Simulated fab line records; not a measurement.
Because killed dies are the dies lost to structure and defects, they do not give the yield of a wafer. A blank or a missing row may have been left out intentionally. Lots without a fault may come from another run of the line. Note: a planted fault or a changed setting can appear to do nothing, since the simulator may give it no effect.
Chamber matching + flow n5 finfet + N5_BEOL_M5_ETCH_68 on rie diel-03: 4 sister chambers
The step etches SOC in N2/H2, target depth 80 nm, overetch 16 nm, time 120 s. 22 wafers are shown with their chamber, then 11 later ones without.

== WAFERS, EACH WITH ITS CHAMBER ==
| wafer  | chamber | showerhead plenum p Torr (Torr) | drypump motor current A (A) | throttle valve pct (%) |
|--------|---------|---------------------------------|-----------------------------|------------------------|
| L074.2 | 1       | 2.63                            | 4.9                         | 17.89                  |
| L074.3 | 0       | 2.65                            | 5.8                         | 18.25                  |
| L074.5 | 2       | 2.41                            | 5.9                         | 17.82                  |
| L075.2 | 1       | 2.63                            | 4.9                         | 17.89                  |
| L075.4 | 2       | 2.41                            | 6.0                         | 17.82                  |
| L075.6 | 1       | 2.63                            | 4.9                         | 17.88                  |
| L076.3 | 1       | 2.63                            | 4.9                         | 17.89                  |
| L076.4 | 2       | 2.41                            | 6.0                         | 17.83                  |
| L076.6 | 2       | 2.41                            | 6.0                         | 17.84                  |
| L079.1 | 3       | 2.56                            | 5.9                         | 17.44                  |
| L079.3 | 0       | 2.64                            | 5.8                         | 18.26                  |
| L079.5 | 0       | 2.64                            | 5.8                         | 18.26                  |
| L082.3 | 2       | 2.41                            | 6.0                         | 17.85                  |
| L082.4 | 0       | 2.64                            | 5.7                         | 18.26                  |
| L082.6 | 2       | 2.41                            | 6.0                         | 17.86                  |
| L081.2 | 3       | 2.56                            | 5.9                         | 17.47                  |
| L081.3 | 0       | 2.64                            | 5.8                         | 18.28                  |
| L081.4 | 2       | 2.41                            | 6.0                         | 17.84                  |
| L083.1 | 3       | 2.56                            | 5.9                         | 17.46                  |
| L083.4 | 1       | 2.62                            | 4.9                         | 17.93                  |
| L083.5 | 0       | 2.64                            | 5.8                         | 18.29                  |
| L084.2 | 2       | 2.41                            | 6.0                         | 17.84                  |

SIGNATURES, as means of the wafers listed above
| reading                  | chamber 0 | chamber 1 | chamber 2 | chamber 3 | scatter within a chamber |
|--------------------------|-----------|-----------|-----------|-----------|--------------------------|
| showerhead plenum p Torr | 2.6417    | 2.6280    | 2.4100    | 2.5600    | 0.00301                  |
| drypump motor current A  | 5.783     | 4.900     | 5.987     | 5.900     | 0.0308                   |
| throttle valve pct       | 18.2667   | 17.8960   | 17.8375   | 17.4567   | 0.0158                   |
Rule: a wafer's distance from a chamber is the root of the sum, over the readings, of the square of ((its reading less the chamber's mean) divided by the reading's scatter). If the next closest chamber is less than 2 further off than the closest, the wafer can't be placed; otherwise it belongs to the closest. The scatter is the square root of a quotient: the sum, over the shown wafers, of each reading's squared deviation from its chamber's mean, divided by wafers minus chambers.

== WAFERS MISSING THEIR CHAMBER ==
| wafer  | showerhead plenum p Torr (Torr) | drypump motor current A (A) | throttle valve pct (%) |
|--------|---------------------------------|-----------------------------|------------------------|
| L084.3 | 2.56                            | 5.9                         | 17.47                  |
| L084.6 | 2.41                            | 6.0                         | 17.85                  |
| L092.2 | 2.64                            | 5.8                         | 18.30                  |
| L092.3 | 2.40                            | 6.0                         | 17.88                  |
| L092.6 | 2.64                            | 5.8                         | 18.30                  |
| L094.2 | 2.61                            | 5.0                         | 17.95                  |
| L094.3 | 2.54                            | 5.9                         | 17.50                  |
| L094.4 | 2.72                            | 6.0                         | 17.46                  |
| L097.2 | 2.54                            | 5.9                         | 17.50                  |
| L097.4 | 2.61                            | 4.9                         | 17.97                  |
| L097.5 | 2.54                            | 5.8                         | 17.50                  |

== WHICH CHAMBER EACH WENT THROUGH ==
| wafer  | from the rows above     | in truth |
|--------|-------------------------|----------|
| L084.3 | 3                       | 3        |
| L084.6 | 2                       | 2        |
| L092.2 | 0                       | 0        |
| L092.3 | 2                       | 2        |
| L092.6 | 0                       | 0        |
| L094.2 | 1                       | 1        |
| L094.3 | 3                       | 3        |
| L094.4 | can't be placed: 3 or 1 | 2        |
| L097.2 | 3                       | 3        |
| L097.4 | 1                       | 1        |
| L097.5 | 3                       | 3        |
10 of 11 placed correctly. Not placeable from these rows: 1 (in 0, the candidates include the true chamber). Number placed wrongly: 0.
